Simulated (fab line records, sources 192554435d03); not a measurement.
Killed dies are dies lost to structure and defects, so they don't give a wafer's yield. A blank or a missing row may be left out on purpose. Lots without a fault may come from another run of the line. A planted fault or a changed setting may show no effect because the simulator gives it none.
fab line records | flow n5_finfet
record lots=7 wafers=39
route steps=1938 shown BEOL_M0_SAQP@638 BEOL_M3@931 BEOL_M6@1197 BEOL_M8@1398 BEOL_M9@1460 MIM_BOT@1833
start_h: hours from the record's first day to the start of the lot's first wafer shown | wait_h: hours since the lot's step before | " the same as in the row above | L1.1+2: a row that stands for several wafers | - no value, or no start given | * or withheld: withheld | < > ~ a bound
route shown NAME@n: a module of which the file shows steps, and the number in the route of the first | usual: mean/standard deviation of fault-free wafers | same: alike in all rows | chamber/n: place in a boat | sites: the reading at each site | _std_site: their standard deviation | _edge_site: outer sites' mean less inner sites' | radius_mm: how far each site lies from the wafer's centre | mask NAME#n: copy n | behind: the tool/chamber that last shaped the wafer | hold: why the lot was held/for how many hours/how that ended | device: the transistor (n, p or np) that didn't switch | end of line: the same wafers' tests at the end of the route | a step without rows: its recipe alone | killed: dies lost to structure and defects at the first sort, not the wafer's yield | map: a wafer's dies, x killed, . not, _ none there
set.NAME: the setting as run; set.NAME@STEP: as run at that earlier step | model.NAME: the simulator's own value behind a step, which no gauge read
lots whose settings were changed on purpose; a table a step, a row a wafer
## steps
# step N5_BEOL_M0_SAQP_PECVD_04
# recipe material=a-Si target_thk_a=600 temp_c=350 precursor=SiH4/He pressure_torr=3 rf_w=100 time_s=60.2
# columns lot.wafer tool chamber start_h wait_h set.time_s model.a-Si_of_BEOL_M0_SAQP_PECVD_04.thk_nm
L075.1 pecvd-01 2 113.08 0.0 60.2 60.2
L075.4 " 2 " " 60.2 61
L075.5 " 2 " " 60.2 61.4
L078.1 pecvd-01 2 131.83 0.0 60.2 58.6
L078.2 " 0 " " 60.2 59.2
L078.3 " 1 " " 24.12 24.2
L078.4 " 1 " " 60.2 59.8
L078.5+6 " 2,0 " " 24.12 23.2
L082.1 pecvd-04 2 157.47 0.0 47.58 47.4
L082.2 " 0 " " 60.2 60.6
L082.3 " 1 " " 47.58 47.6
L082.4 " 1 " " 47.58 47.8
L082.5 " 0 " " 60.2 61.4
L082.6 " 2 " " 60.2 60.8
L087.1 pecvd-01 2 185.81 0.0 60.2 59.4
L087.2 " 0 " " 60.2 60.2
L087.3 " 1 " " 60.2 60
L087.4 " 2 " " 60.2 60.4
L087.5 " 0 " " 60.2 61
L087.6 " 1 " " 60.2 59.8
L088.1 pecvd-04 1 202.22 0.0 60.2 60.4
L088.2+4 " 0,2 " " 60.2 60.6
L088.3 " 2 " " 60.2 61
L088.5 " 1 " " 60.2 61.2
L088.6 " 0 " " 60.2 61.4
L095.1 pecvd-04 0 241.37 0.0 60.2 60.4
L095.2 " 2 " " 46.8 46.4
L095.3 " 1 " " 60.2 59.8
L095.4 " 1 " " 60.2 60.2
L095.5 " 0 " " 46.8 47.4
L095.6 " 2 " " 46.8 47
L097.1 pecvd-02 0 247.13 0.0 60.2 59.8
L097.2 " 2 " " 60.2 60
L097.3 " 1 " " 60.2 59.4
L097.4 " 1 " " 60.2 60.8
L097.5 " 2 " " 60.2 61.6
L097.6 " 0 " " 60.2 61.2
# step N5_BEOL_M0_SAQP_THK_MEAS_05
# usual thk_nm=60.1/0.81
# columns lot.wafer tool chamber start_h wait_h set.time_s@BEOL_M0_SAQP_PECVD_04 thk_nm
L075.1 film_metro-02 - 113.21 0.1 60.2 60.2
L075.4 " - " " 60.2 61.0
L075.5 " - " " 60.2 61.4
L078.1 film_metro-01 - 131.92 0.1 60.2 58.5
L078.2 " - " " 60.2 59.3
L078.3 " - " " 24.12 24.1
L078.4 " - " " 60.2 59.7
L078.5 " - " " 24.12 23.2
L078.6 " - " " 24.12 23.2
L082.1 film_metro-01 - 157.57 0.1 47.58 47.5
L082.2 " - " " 60.2 60.7
L082.3 " - " " 47.58 47.7
L082.4 " - " " 47.58 47.8
L082.5 " - " " 60.2 61.4
L082.6 " - " " 60.2 60.9
L087.1 film_metro-01 - 185.90 0.1 60.2 59.5
L087.2 " - " " 60.2 60.2
L087.3 " - " " 60.2 59.9
L087.4 " - " " 60.2 60.4
L087.5 " - " " 60.2 61.0
L087.6 " - " " 60.2 59.8
L088.1 film_metro-01 - 202.32 0.1 60.2 60.3
L088.2 " - " " 60.2 60.6
L088.3 " - " " 60.2 61.1
L088.4 " - " " 60.2 60.7
L088.5 " - " " 60.2 61.1
L088.6 " - " " 60.2 61.5
L095.1 film_metro-02 - 241.46 0.1 60.2 60.4
L095.2 " - " " 46.8 46.4
L095.3 " - " " 60.2 59.7
L095.4 " - " " 60.2 60.3
L095.5 " - " " 46.8 47.5
L095.6 " - " " 46.8 47.1
L097.1 film_metro-02 - 247.22 0.1 60.2 59.9
L097.2 " - " " 60.2 60.1
L097.3 " - " " 60.2 59.5
L097.4 " - " " 60.2 60.8
L097.5 " - " " 60.2 61.6
L097.6 " - " " 60.2 61.2
# step N5_BEOL_M0_SAQP_HM_DEP_111
# recipe material=SiO2 target_thk_a=120 temp_c=400 precursor=SiH4/N2O pressure_torr=0.75 rf_w=275 time_s=7.2
# step N5_BEOL_M0_SAQP_COAT_81
# recipe resist=SOC temp_c=250 time_s=60 spin_rpm=1500 resist_thk_nm=100
# step N5_BEOL_M0_SAQP_HM_OPEN_112
# recipe chemistry=CHF3/O2 target=SiO2 stop_on=a-Si target_depth_a=120 over_etch_frac=1.25 mask_material=SOC time_s=13.5 pressure_mtorr=30 source_w=650 bias_w=170 Ar_flow_sccm=200 CHF3_flow_sccm=50 O2_flow_sccm=5 ion_energy_ev=200 ends=end_point
# step N5_BEOL_M0_SAQP_STRIP_113
# recipe chemistry=CHF3/O2 resist=SiARC rf_frequency_hz=6e+07
# step N5_BEOL_M0_SAQP_MANDREL_ETCH_20
# recipe target_depth_a=600 chemistry=HBr/Cl2 target=a-Si stop_on=SiNx bt_time_s=10 mask_material=SOC over_etch_frac=0.5 time_s=30 pressure_mtorr=10 icp_w=800 bias_w=75 HBr_flow_sccm=150 Cl2_flow_sccm=80 ends=end_point
# usual oes_product_au=0.775/0.012
# columns lot.wafer tool chamber start_h wait_h set.time_s@BEOL_M0_SAQP_PECVD_04 oes_product_au model.etch.depth_nm
L075.1 rie_si-04 1 114.08 0.0 60.2 0.769 60.18
L075.4 " 3 " " 60.2 0.791 60.9
L075.5 " 1 " " 60.2 0.777 61.34
L078.1 rie_si-03 3 132.64 0.0 60.2 0.757 58.5
L078.2 " 0 " " 60.2 0.756 59.28
L078.3 " 2 " " 24.12 0.506 24.14
L078.4 " 1 " " 60.2 0.785 59.81
L078.5 " 1 " " 24.12 0.503 23.19
L078.6 " 2 " " 24.12 0.491 23.15
L082.1 rie_si-03 1 158.46 0.0 47.58 0.679 47.39
L082.2 " 0 " " 60.2 0.751 60.67
L082.3 " 3 " " 47.58 0.688 47.6
L082.4 " 2 " " 47.58 0.673 47.66
L082.5 " 0 " " 60.2 0.763 61.41
L082.6 " 1 " " 60.2 0.788 60.83
L087.1 rie_si-02 0 186.77 0.0 60.2 0.785 59.46
L087.2 " 3 " " 60.2 0.770 60.2
L087.3 " 1 " " 60.2 0.788 59.91
L087.4 " 2 " " 60.2 0.784 60.44
L087.5 " 1 " " 60.2 0.798 61.06
L087.6 " 0 " " 60.2 0.787 59.79
L088.1 rie_si-03 1 203.16 0.0 60.2 0.780 60.32
L088.2 " 3 " " 60.2 0.790 60.53
L088.3 " 0 " " 60.2 0.763 61.01
L088.4 " 2 " " 60.2 0.770 60.5
L088.5 " 0 " " 60.2 0.771 61.11
L088.6 " 3 " " 60.2 0.786 61.48
L095.1 rie_si-03 1 242.32 0.0 60.2 0.786 60.42
L095.2 " 0 " " 46.8 0.656 46.35
L095.3 " 2 " " 60.2 0.757 59.71
L095.4 " 3 " " 60.2 0.778 60.26
L095.5 " 0 " " 46.8 0.672 47.47
L095.6 " 1 " " 46.8 0.678 47.09
L097.1 rie_si-02 0 248.10 0.0 60.2 0.790 59.86
L097.2 " 1 " " 60.2 0.791 60.09
L097.3 " 2 " " 60.2 0.764 59.47
L097.4 " 3 " " 60.2 0.773 60.78
L097.5 " 0 " " 60.2 0.798 61.64
L097.6 " 1 " " 60.2 0.802 61.11
# step N5_BEOL_M3_ILD_DEP_00
# recipe material=SiOC target_thk_a=790 temp_c=350 precursor=DEMS/O2 pressure_torr=5 rf_w=500 time_s=15.3
# columns lot.wafer tool chamber start_h wait_h set.target_thk_a model.SiOC_of_BEOL_M3_ILD_DEP_00.thk_nm
L075.1 pecvd-01 2 154.40 0.0 790 77.2
L075.4 " 2 " " 790 79
L075.5 " 0 " " 790 78.6
L078.1+4 pecvd-01 0,2 161.16 0.0 790 77.8
L078.2 " 1 " " 607.3 60.8
L078.3 " 2 " " 790 77.6
L078.5 " 1 " " 607.3 61.2
L078.6 " 0 " " 607.3 60.6
L082.1 pecvd-01 1 192.43 0.0 583.4 57.8
L082.2 " 0 " " 790 78.2
L082.3 " 2 " " 790 77
L082.4 " 0 " " 583.4 59.2
L082.5 " 2 " " 583.4 57.4
L082.6 " 1 " " 790 79.4
L087.1 pecvd-02 2 221.77 0.0 790 78
L087.2 " 1 " " 790 79.2
L087.3 " 0 " " 790 77.4
L087.4 " 0 " " 648.1 64.8
L087.5 " 1 " " 648.1 66
L087.6 " 2 " " 648.1 65.8
L088.1 pecvd-01 0 235.48 0.0 790 79
L088.2+3 " 1,2 " " 790 77.4
L088.4 " 2 " " 790 78.6
L088.5 " 0 " " 790 79.6
L088.6 " 1 " " 790 79.8
L097.1 pecvd-02 0 284.03 0.0 967.9 95.6
L097.2 " 2 " " 967.9 96.4
L097.3 " 1 " " 967.9 95.8
L097.4+6 " 0,1 " " 790 78.8
L097.5 " 2 " " 790 78.4
L095.1 pecvd-04 0 286.50 0.0 599.9 60.2
L095.2 " 1 " " 790 79.2
L095.3 " 2 " " 790 78.2
L095.4+5 " 1,2 " " 599.9 61.2
L095.6 " 0 " " 790 80
# step N5_BEOL_M3_THK_MEAS_01
# recipe reads=SiOC_of_BEOL_M3_ILD_DEP_00
# usual M3_ILD_THK=78.8/1
# columns lot.wafer tool chamber start_h wait_h set.target_thk_a@BEOL_M3_ILD_DEP_00 M3_ILD_THK[nm]
L075.1 film_metro-02 - 154.47 0.0 790 77.1
L075.4 " - " " 790 79.0
L075.5 " - " " 790 78.7
L078.1 film_metro-02 - 161.23 0.0 790 77.9
L078.2 " - " " 607.3 60.8
L078.3 " - " " 790 77.6
L078.4 " - " " 790 77.6
L078.5 " - " " 607.3 61.3
L078.6 " - " " 607.3 60.6
L082.1 film_metro-02 - 192.50 0.0 583.4 57.7
L082.2 " - " " 790 78.3
L082.3 " - " " 790 76.9
L082.4 " - " " 583.4 59.2
L082.5 " - " " 583.4 57.4
L082.6 " - " " 790 79.4
L087.1 film_metro-02 - 221.84 0.0 790 78.0
L087.2 " - " " 790 79.3
L087.3 " - " " 790 77.4
L087.4 " - " " 648.1 64.8
L087.5 " - " " 648.1 65.9
L087.6 " - " " 648.1 65.8
L088.1 film_metro-02 - 235.55 0.0 790 79.1
L088.2 " - " " 790 77.4
L088.3 " - " " 790 77.3
L088.4 " - " " 790 78.7
L088.5 " - " " 790 79.7
L088.6 " - " " 790 79.9
L097.1 film_metro-01 - 284.09 0.0 967.9 95.5
L097.2 " - " " 967.9 96.3
L097.3 " - " " 967.9 95.7
L097.4 " - " " 790 78.7
L097.5 " - " " 790 78.5
L097.6 " - " " 790 78.9
L095.1 film_metro-02 - 286.56 0.0 599.9 60.1
L095.2 " - " " 790 79.2
L095.3 " - " " 790 78.3
L095.4 " - " " 599.9 61.2
L095.5 " - " " 599.9 61.3
L095.6 " - " " 790 80.0
# step N5_BEOL_M6_PECVD_70
# recipe material=SiO2 target_thk_a=200 temp_c=400 precursor=TEOS/O2 pressure_torr=5.5 rf_w=450 teos_flow_sccm=53.8 gas=O2 flow_sccm=3000 time_s=22.7
# columns lot.wafer tool chamber start_h wait_h set.time_s model.SiO2_of_BEOL_M6_PECVD_70.thk_nm
L075.1 pecvd-01 1 183.80 0.0 22.7 19.6
L075.4+5 " 0,2 " " 22.7 20.2
L078.1 pecvd-02 2 202.57 0.0 22.7 20
L078.2 " 1 " " 22.7 19.6
L078.3 " 0 " " 12.01 10.8
L078.4 " 2 " " 12.01 11
L078.5 " 0 " " 22.7 20.2
L078.6 " 1 " " 12.01 10.6
L082.1 pecvd-02 1 224.24 0.0 26.33 22.6
L082.2+5 " 0,1 " " 22.7 19.8
L082.3 " 2 " " 26.33 22.8
L082.4 " 2 " " 22.7 20
L082.6 " 0 " " 26.33 23
L087.1+6 pecvd-01 0,1 261.34 0.0 22.7 20
L087.2 " 2 " " 15.21 13.4
L087.3 " 1 " " 22.7 19.8
L087.4+5 " 2,0 " " 15.21 14
L088.1 pecvd-03 1 284.71 0.0 22.7 20
L088.2 " 2 " " 22.7 19.8
L088.3+4 " 0,2 " " 22.7 20.2
L088.5 " 1 " " 22.7 20.6
L088.6 " 0 " " 22.7 20.8
L097.1 pecvd-02 2 323.89 0.0 35.2 30.8
L097.2 " 0 " " 35.2 30.4
L097.3 " 1 " " 22.7 19.6
L097.4 " 1 " " 35.2 31
L097.5 " 0 " " 22.7 20.4
L097.6 " 2 " " 22.7 20.6
L095.1 pecvd-03 2 323.92 0.0 22.7 20
L095.2+4+5 " 0,2,1 " " 28.45 25.2
L095.3 " 1 " " 22.7 20.4
L095.6 " 0 " " 22.7 20.2
# step N5_BEOL_M8_DEP_56
# recipe material=SiCN target_thk_a=100 temp_c=withheld precursor=3MS/NH3 pressure_torr=3 rf_w=202 time_s=17.5
# columns lot.wafer tool chamber start_h wait_h set.time_s model.SiCN_of_BEOL_M8_DEP_56.thk_nm
L075.1 pecvd-03 0 207.90 0.0 17.5 9.6
L075.4+5 " 0,1 " " 17.5 9.8
L078.1+6 pecvd-03 0 223.38 0.0 17.5 9.8
L078.2+4+5 " 1,0,1 " " 17.5 10
L078.3 " 1 " " 17.5 10.2
L082.1+2 pecvd-01 1,2 255.08 0.0 17.5 9.8
L082.3 " 0 " " 17.5 9.6
L082.4 " 0 " " 8.435 4.6
L082.5+6 " 2,1 " " 8.435 4.8
L087.1 pecvd-01 2 284.27 0.0 23.55 13.2
L087.2+6 " 0,1 " " 17.5 9.8
L087.3+5 " 1,2 " " 23.55 13.4
L087.4 " 0 " " 17.5 10
L088.1+2 pecvd-01 0,1 308.88 0.0 17.5 9.6
L088.3 " 2 " " 26.69 14.8
L088.4 " 0 " " 17.5 9.8
L088.5+6 " 2,1 " " 26.69 15
L097.1+2+3 pecvd-04 1,2,0 346.90 0.0 17.5 10.2
L097.4+6 " 1,0 " " 17.5 10.4
L097.5 " 2 " " 17.5 10.6
L095.1+2 pecvd-01 1,0 348.05 0.0 12.39 7
L095.3 " 2 " " 17.5 9.6
L095.4 " 1 " " 12.39 7.2
L095.5 " 0 " " 17.5 10
L095.6 " 2 " " 17.5 10.2
# step N5_BEOL_M9_CVD_78
# recipe material=Co target_thk_a=20 temp_c=withheld precursor=CCTBA/H2 pressure_torr=30 time_s=138.9
# columns lot.wafer tool chamber start_h wait_h set.target_thk_a model.Co_of_BEOL_M9_CVD_78.thk_nm
L075.1+4+5 cvd_co-01 2,1,0 213.26 0.1 20 2
L078.1 cvd_co-02 0 232.27 0.0 14.62 1.6
L078.2 " 2 " " 14.62 1.4
L078.3 " 1 " " 14.62 1.2
L078.4 " 0 " " 20 2.2
L078.5+6 " 2,1 " " 20 2
L082.1 cvd_co-02 1 265.39 0.1 20 2
L082.2+5 " 0,1 " " 15.28 1.6
L082.3 " 2 " " 15.28 1.8
L082.4+6 " 2,0 " " 20 2.2
L087.1+4 cvd_co-01 1 293.38 0.1 15.71 1.6
L087.2+3 " 2,0 " " 20 2.2
L087.5 " 2 " " 20 2
L087.6 " 0 " " 15.71 1.8
L088.1+3+6 cvd_co-01 2,1,2 317.26 0.0 20 2
L088.2+5 " 0 " " 27.91 3
L088.4 " 1 " " 27.91 2.8
L097.1+3+5 cvd_co-01 2 353.47 0.2 27.56 3
L097.2+4+6 " 0 " " 20 2.2
L095.1+5 cvd_co-01 2,0 356.39 0.0 24.56 2.6
L095.2 " 1 " " 24.56 2.4
L095.3+4 " 0,2 " " 20 2.2
L095.6 " 1 " " 20 2
# step N5_MIM_BOT_SPUTTER_00
# recipe material=TiN target_thk_a=350 temp_c=200 power_w=3000 chamber_pressure_pa=0.49996 gas=Ar reactive_partial_pa=0.37997 time_s=89.7
# columns lot.wafer tool chamber start_h wait_h set.time_s model.TiN_of_MIM_BOT_SPUTTER_00.thk_nm
L075.1 pvd_sputter-02 - 264.05 0.0 89.7 35.2
L075.4 " - " " 89.7 34.8
L075.5 " - " " 89.7 35
L078.1 pvd_sputter-02 - 282.31 0.0 89.7 34.4
L078.2 " - " " 89.7 35
L078.3+5 " - " " 132.1 51.4
L078.4 " - " " 89.7 35.6
L078.6 " - " " 132.1 52
L082.1 pvd_sputter-03 - 316.23 0.0 89.7 34.8
L082.2 " - " " 62.59 25
L082.3 " - " " 62.59 25.4
L082.4 " - " " 62.59 25.6
L082.5 " - " " 89.7 35.2
L082.6 " - " " 89.7 35.8
L087.1 pvd_sputter-03 - 337.03 0.0 89.7 34.8
L087.2 " - " " 89.7 35.6
L087.3 " - " " 48.5 19.4
L087.4 " - " " 89.7 35.4
L087.5+6 " - " " 48.5 19.2
L088.1 pvd_sputter-02 - 356.12 0.0 110.4 42.6
L088.2 " - " " 89.7 35.2
L088.3 " - " " 89.7 34.8
L088.4 " - " " 110.4 43.2
L088.5 " - " " 110.4 42.8
L088.6 " - " " 89.7 35
L097.1 pvd_sputter-03 - 393.68 0.0 109.1 43.2
L097.2 " - " " 89.7 35.6
L097.3 " - " " 109.1 43
L097.4 " - " " 89.7 35
L097.5 " - " " 89.7 35.2
L097.6 " - " " 109.1 42.8
L095.1+6 pvd_sputter-02 - 396.41 0.0 89.7 34.6
L095.2 " - " " 89.7 34.8
L095.3 " - " " 71.07 27.2
L095.4 " - " " 71.07 27.4
L095.5 " - " " 71.07 27.6
## key
split step=N5_BEOL_M0_SAQP_PECVD_04 setting=time_s stated=60.2 by=wafer
response step=N5_BEOL_M0_SAQP_PECVD_04 reading=model.a-Si_of_BEOL_M0_SAQP_PECVD_04.thk_nm change=+0.599 per=1% r=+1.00
response step=N5_BEOL_M0_SAQP_THK_MEAS_05 reading=thk_nm change=* per=1% r=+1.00
response step=N5_BEOL_M0_SAQP_MANDREL_ETCH_20 reading=oes_product_au change=+0.00444 per=1% r=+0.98
response step=N5_BEOL_M0_SAQP_MANDREL_ETCH_20 reading=model.etch.depth_nm change=+0.6 per=1% r=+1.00
split step=N5_BEOL_M3_ILD_DEP_00 setting=target_thk_a stated=790 by=wafer
response step=N5_BEOL_M3_ILD_DEP_00 reading=model.SiOC_of_BEOL_M3_ILD_DEP_00.thk_nm change=+0.75 per=1% r=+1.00
response step=N5_BEOL_M3_THK_MEAS_01 reading=M3_ILD_THK change=+0.749 per=1% r=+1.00
split step=N5_BEOL_M6_PECVD_70 setting=time_s stated=22.7 by=wafer
response step=N5_BEOL_M6_PECVD_70 reading=model.SiO2_of_BEOL_M6_PECVD_70.thk_nm change=+0.192 per=1% r=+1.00
split step=N5_BEOL_M8_DEP_56 setting=time_s stated=17.5 by=wafer
response step=N5_BEOL_M8_DEP_56 reading=model.SiCN_of_BEOL_M8_DEP_56.thk_nm change=+0.0987 per=1% r=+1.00
split step=N5_BEOL_M9_CVD_78 setting=target_thk_a stated=20 by=wafer
response step=N5_BEOL_M9_CVD_78 reading=model.Co_of_BEOL_M9_CVD_78.thk_nm change=+0.0219 per=1% r=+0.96
split step=N5_MIM_BOT_SPUTTER_00 setting=time_s stated=89.7 by=wafer
response step=N5_MIM_BOT_SPUTTER_00 reading=model.TiN_of_MIM_BOT_SPUTTER_00.thk_nm change=+0.347 per=1% r=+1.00
